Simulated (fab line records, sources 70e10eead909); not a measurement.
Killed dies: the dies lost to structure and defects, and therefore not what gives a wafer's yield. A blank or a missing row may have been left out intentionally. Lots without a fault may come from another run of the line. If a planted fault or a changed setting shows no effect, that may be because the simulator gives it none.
The tool behind it: which one? + flow nandHarc + route of 1159 steps, sampled at 1 step: 6 lots, 17 wafers

## WHAT EACH GAUGE READ, for each wafer
NHARC_P_STI_OCD_MEAS_17.
| lot  | measured    | on     | trenchFootCdNm (nm) |
|------|-------------|--------|---------------------|
| L357 | day 2 20:35 | ocd-01 | 155 156 159         |
| L363 | day 4 11:51 | ocd-02 | 159 160             |
| L372 | day 6 14:30 | ocd-02 | 157 155 154         |
| L373 | day 6 23:41 | ocd-01 | 155 158 154         |
| L376 | day 7 17:31 | ocd-02 | 159 156 156         |
| L378 | day 8 06:08 | ocd-02 | 155 157 152         |

## EACH LOT AND THE TOOL THAT RAN IT (in order: tool; ch and the chambers of the sampled wafers; start)
The record holds no process step before these readings.

## THE ANSWER, worked out from the rows above alone
Rule: the lots themselves supply what counts as usual. The widest of any qualifying gaps counts: lots, ordered by their means at a reading, are off when they make up no more than a third of the lots, leave a main group of 4 or more, and stand apart from it by 3 or more times the standard deviation of that group's means. Not used: any main group whose means are identical at the precision the tables above print for the reading. Also off: a lot with no number at a reading for which 4 or more lots have one. All remaining lots with rows at the step are treated as sound.
Across all readings shown, no lot is off: no conclusion can be drawn from this.

## WHAT HAD BEEN PUT IN BY THE SIMULATOR
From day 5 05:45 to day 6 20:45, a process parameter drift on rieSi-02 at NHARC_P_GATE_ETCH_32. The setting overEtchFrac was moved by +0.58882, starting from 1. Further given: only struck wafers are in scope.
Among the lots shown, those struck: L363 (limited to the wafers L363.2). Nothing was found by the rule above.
